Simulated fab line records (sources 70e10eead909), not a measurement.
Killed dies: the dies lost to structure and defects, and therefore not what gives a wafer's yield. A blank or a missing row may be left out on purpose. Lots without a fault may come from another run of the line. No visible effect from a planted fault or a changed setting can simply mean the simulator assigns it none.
Which tool did it? || flow nand-harc || Sampling: 11 lots, 33 wafers, 5 of 1159 route steps

WHAT EACH GAUGE READ, for each wafer
NHARC_THIN_TSV_CD_MEAS_37.
{"lot": "L643", "measured": "day 18 18:42", "on": "cd-sem-01", "cd-nm (nm)": "4997.5 4997.7 4997.8"}
{"lot": "L646", "measured": "day 19 00:40", "on": "cd-sem-01", "cd-nm (nm)": "5002.1 5000.3 4999.4"}
{"lot": "L645", "measured": "day 19 01:35", "on": "cd-sem-01", "cd-nm (nm)": "5005.6 5003.2 5005.0"}
{"lot": "L644", "measured": "day 19 10:36", "on": "cd-sem-03", "cd-nm (nm)": "5000.8 4999.1 4999.7"}
{"lot": "L651", "measured": "day 21 02:14", "on": "cd-sem-03", "cd-nm (nm)": "4999.1 4999.4 4999.8"}
{"lot": "L653", "measured": "day 21 13:28", "on": "cd-sem-03", "cd-nm (nm)": "5000.4 4976.3 5001.3"}
{"lot": "L656", "measured": "day 22 05:56", "on": "cd-sem-01", "cd-nm (nm)": "5001.6 5001.9 4975.6"}
{"lot": "L660", "measured": "day 23 00:29", "on": "cd-sem-01", "cd-nm (nm)": "4997.0 4997.7 4996.9"}
{"lot": "L662", "measured": "day 23 13:35", "on": "cd-sem-02", "cd-nm (nm)": "5001.1 4998.7 5001.2"}
{"lot": "L665", "measured": "day 24 13:10", "on": "cd-sem-01", "cd-nm (nm)": "4997.5 4997.0 4999.0"}
{"lot": "L666", "measured": "day 25 01:06", "on": "cd-sem-02", "cd-nm (nm)": "5000.1 5001.3 4999.5"}

EACH LOT AND THE TOOL THAT RAN IT (in order: tool; ch and the chambers of the sampled wafers; start)
{"lot": "L643", "NHARC_A_BONDPAD_DEGAS_25": "pvd-sputter-01, day 17 17:58", "NHARC_THIN_TSV_DESCUM_14": "rie-diel-02 ch 0,1,2, day 18 11:23", "NHARC_THIN_TSV_PVD_51": "pvd-sputter-01, day 18 17:39 or earlier", "NHARC_THIN_TSV_ETCH_59": "rie-metal-03 ch 0,1, day 18 17:39"}
{"lot": "L646", "NHARC_A_BONDPAD_DEGAS_25": "pvd-sputter-01, day 18 02:34", "NHARC_THIN_TSV_DESCUM_14": "rie-diel-02 ch 0,1,2, day 18 17:08", "NHARC_THIN_TSV_PVD_51": "pvd-sputter-02, day 18 23:29 or earlier", "NHARC_THIN_TSV_ETCH_59": "rie-metal-03 ch 0,1, day 18 23:29"}
{"lot": "L645", "NHARC_A_BONDPAD_DEGAS_25": "pvd-sputter-03, day 18 05:41", "NHARC_THIN_TSV_DESCUM_14": "rie-diel-12 ch 1,2,3, day 18 18:18", "NHARC_THIN_TSV_PVD_51": "pvd-sputter-03, day 19 00:28 or earlier", "NHARC_THIN_TSV_ETCH_59": "rie-metal-02 ch 0,1, day 19 00:28"}
{"lot": "L644", "NHARC_A_BONDPAD_DEGAS_25": "pvd-sputter-01, day 18 12:19", "NHARC_THIN_TSV_DESCUM_14": "rie-diel-02 ch 0,1,2, day 19 03:11", "NHARC_THIN_TSV_PVD_51": "pvd-sputter-03, day 19 09:33 or earlier", "NHARC_THIN_TSV_ETCH_59": "rie-metal-03 ch 0,1, day 19 09:33"}
{"lot": "L651", "NHARC_A_BONDPAD_DEGAS_25": "pvd-sputter-02, day 20 05:12", "NHARC_THIN_TSV_DESCUM_14": "rie-diel-06 ch 0,1,2, day 20 18:59", "NHARC_THIN_TSV_PVD_51": "pvd-sputter-02, day 21 01:06 or earlier", "NHARC_THIN_TSV_ETCH_59": "rie-metal-03 ch 0, day 21 01:06"}
{"lot": "L653", "NHARC_A_BONDPAD_DEGAS_25": "pvd-sputter-02, day 20 14:25", "NHARC_THIN_TSV_DESCUM_14": "rie-diel-02 ch 0,1,3, day 21 06:14", "NHARC_THIN_TSV_PVD_51": "pvd-sputter-03, day 21 12:19 or earlier", "NHARC_THIN_TSV_ETCH_59": "rie-metal-01 ch 0,1, day 21 12:19"}
{"lot": "L656", "NHARC_A_BONDPAD_DEGAS_25": "pvd-sputter-03, day 21 08:24", "NHARC_THIN_TSV_DESCUM_14": "rie-diel-02 ch 0,1,2, day 21 22:30", "NHARC_THIN_TSV_PVD_51": "pvd-sputter-02, day 22 04:43 or earlier", "NHARC_THIN_TSV_ETCH_59": "rie-metal-01 ch 0,1, day 22 04:43"}
{"lot": "L660", "NHARC_A_BONDPAD_DEGAS_25": "pvd-sputter-02, day 22 02:28", "NHARC_THIN_TSV_DESCUM_14": "rie-diel-12 ch 1,2,3, day 22 16:40", "NHARC_THIN_TSV_PVD_51": "pvd-sputter-02, day 22 23:24 or earlier", "NHARC_THIN_TSV_ETCH_59": "rie-metal-03 ch 0,1, day 22 23:24"}
{"lot": "L662", "NHARC_A_BONDPAD_DEGAS_25": "pvd-sputter-02, day 22 13:16", "NHARC_THIN_TSV_DESCUM_14": "rie-diel-12 ch 0,1,2, day 23 05:45", "NHARC_THIN_TSV_PVD_51": "pvd-sputter-02, day 23 12:02 or earlier", "NHARC_THIN_TSV_ETCH_59": "rie-metal-03 ch 0,1, day 23 12:02"}
{"lot": "L665", "NHARC_A_BONDPAD_DEGAS_25": "pvd-sputter-02, day 23 15:20", "NHARC_THIN_TSV_DESCUM_14": "rie-diel-06 ch 1,3, day 24 05:48", "NHARC_THIN_TSV_PVD_51": "pvd-sputter-03, day 24 12:01 or earlier", "NHARC_THIN_TSV_ETCH_59": "rie-metal-03 ch 0,1, day 24 12:01"}
{"lot": "L666", "NHARC_A_BONDPAD_DEGAS_25": "pvd-sputter-03, day 24 02:11", "NHARC_THIN_TSV_DESCUM_14": "rie-diel-12 ch 0,1,3, day 24 17:44", "NHARC_THIN_TSV_PVD_51": "pvd-sputter-01, day 24 23:59 or earlier", "NHARC_THIN_TSV_ETCH_59": "rie-metal-03 ch 0,1, day 24 23:59"}
- NHARC_A_BONDPAD_DEGAS_25: time 60 s.
- NHARC_THIN_TSV_DESCUM_14: chemistry O2, time 3 s.
- NHARC_THIN_TSV_PVD_51: deposits Cu, target thk 100 nm.
- NHARC_THIN_TSV_ETCH_59: etches the open film in Cl2/BCl3, target depth 880 nm, time 138.1 s.

THE ANSWER, worked out from the rows above alone
Rule: the lots themselves supply what counts as usual. Put in order of their means at a reading, lots are off if they are a third of the lots or fewer, leave a main group of 4 or more, and stand apart from it by a gap of 3 or more times the standard deviation of the main group's means; of several such gaps the widest counts. If all means in a main group match to the digits the tables above print for the reading, that group is not used. A lot without any number at a reading at which 4 lots or more have one is off too. All remaining lots with rows at the step are treated as sound.
Across all readings shown, no lot is off: no conclusion can be drawn from this.

WHAT THE SIMULATOR HAD PUT IN
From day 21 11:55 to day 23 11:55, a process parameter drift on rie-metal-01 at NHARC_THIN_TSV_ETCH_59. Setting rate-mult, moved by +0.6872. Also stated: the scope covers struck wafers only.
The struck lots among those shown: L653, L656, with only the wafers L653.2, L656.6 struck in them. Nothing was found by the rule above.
